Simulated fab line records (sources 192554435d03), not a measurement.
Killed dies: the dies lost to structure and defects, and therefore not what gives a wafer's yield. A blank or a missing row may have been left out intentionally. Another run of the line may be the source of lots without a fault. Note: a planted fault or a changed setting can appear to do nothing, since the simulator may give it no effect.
Split-lot study + flow n5-finfet + route with 1938 steps; 7 lots, 21 wafers read

SPLIT DETAILS
At N5_SD_EPI_N_ETCH_16 (etches SiO2 in CHF3/O2, target depth 5 nm), the setting target-depth-a was moved away from the recipe's 50 angstrom on 5 of the 21 wafers read, by -12.1% to +9.9%. This setting was run at the recipe's value on the other wafers.

The reading comes from the split's own step.

THE READING
etch.depth-nm (the simulator's own value, which no gauge read), in nm, at N5_SD_EPI_N_ETCH_16 (etches SiO2 in CHF3/O2, target depth 5 nm). There is no usual value for it anywhere in the file. Across the 16 wafers here that went through the recipe, the average is 5.005 nm and the standard deviation 0.055 nm.

| wafer  | tool, chamber at the split | target-depth-a as run, angstrom | against the recipe | etch.depth-nm, nm | against lot-mates on the recipe |
|--------|----------------------------|---------------------------------|--------------------|-------------------|---------------------------------|
| L076.3 | rie-diel-04, 1             | 50                              | recipe             | 5.007             | -                               |
| L076.4 | rie-diel-04, 0             | 50                              | recipe             | 5.143             | -                               |
| L076.6 | rie-diel-04, 2             | 45.04                           | -9.9%              | 4.523             | -0.552                          |
| L077.1 | rie-diel-02, 1             | 50                              | recipe             | 5.01              | -                               |
| L077.2 | rie-diel-02, 0             | 50                              | recipe             | 4.864             | -                               |
| L077.5 | rie-diel-02, 3             | 50                              | recipe             | 5.038             | -                               |
| L085.1 | rie-diel-02, 2             | 54.97                           | +9.9%              | 5.547             | +0.547                          |
| L085.4 | rie-diel-02, 3             | 50                              | recipe             | 5.003             | -                               |
| L085.5 | rie-diel-02, 3             | 50                              | recipe             | 4.996             | -                               |
| L088.1 | rie-diel-02, 3             | 50                              | recipe             | 4.967             | -                               |
| L088.4 | rie-diel-02, 1             | 50                              | recipe             | 5.023             | -                               |
| L088.5 | rie-diel-02, 3             | 50                              | recipe             | 4.976             | -                               |
| L092.1 | rie-diel-01, 3             | 45.07                           | -9.9%              | 4.459             | -0.534                          |
| L092.2 | rie-diel-01, 0             | 50                              | recipe             | 4.993             | -                               |
| L092.3 | rie-diel-01, 1             | 45.07                           | -9.9%              | 4.446             | -0.547                          |
| L093.1 | rie-diel-01, 2             | 43.97                           | -12.1%             | 4.368             | -0.609                          |
| L093.3 | rie-diel-01, 3             | 50                              | recipe             | 5                 | -                               |
| L093.6 | rie-diel-01, 0             | 50                              | recipe             | 4.955             | -                               |
| L094.2 | rie-diel-04, 2             | 50                              | recipe             | 5.037             | -                               |
| L094.5 | rie-diel-04, 2             | 50                              | recipe             | 5.055             | -                               |
| L094.6 | rie-diel-04, 3             | 50                              | recipe             | 5.016             | -                               |

THE FIT
A straight line over all 21 wafers: etch.depth-nm changes by +0.0536 nm for each +1% of target-depth-a; r = +0.98; the points scatter about the line by 0.053 nm.
The same after taking each lot's own level away (the mean of its wafers on the recipe; 21 wafers): +0.0539 nm for each +1%; r = +0.99; scatter 0.041 nm.
The reading moves by 0.65 nm for the largest change in target-depth-a, on that fit.
The span of the lots' own levels, 4.9707 to 5.0750 nm, comes to 1.9 times the standard deviation stated above.
Consequently the slope shifts little with the lot-to-lot level, the two slopes agreeing.
Check: with one of the wafers moved furthest among these (-12.1%) left out of the fit, the line predicts -0.664 nm for it against its lot-mates. Against them it came out at -0.609 nm.

OTHER SPLITS ON THESE WAFERS
Note: prior to the reading, these wafers also went through further splits. Each is held against what the fit with the lots' levels taken away leaves over:
| other split on the same wafers            | wafers away from the commonest value | r with etch.depth-nm (lot level and that fit taken away) |
|-------------------------------------------|--------------------------------------|----------------------------------------------------------|
| N5_WELL_APT_COAT_02 spin-rpm              | 7                                    | -0.13                                                    |
| N5_PMOS_HMC_CHANNEL_EPI_EXPOSE_06 dose-mj | 6                                    | -0.20                                                    |
| N5_PMOS_HMC_CHANNEL_EPI_PEB_07 peb-time-s | 10                                   | -0.06                                                    |
| N5_FIN_SAQP_ETCH_52 source-w              | 8                                    | +0.11                                                    |
| N5_FIN_SAQP_SPACER1_ALD_24 ald-cycles     | 4                                    | -0.12                                                    |
| N5_DUMMY_GATE_ETCH_37 source-w            | 9                                    | +0.00                                                    |
| N5_DUMMY_GATE_ETCH_31 target-depth-a      | 8                                    | +0.22                                                    |

FILE'S OWN FIT
etch.depth-nm changes by +0.0537 nm for each +1% of target-depth-a, r = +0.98.
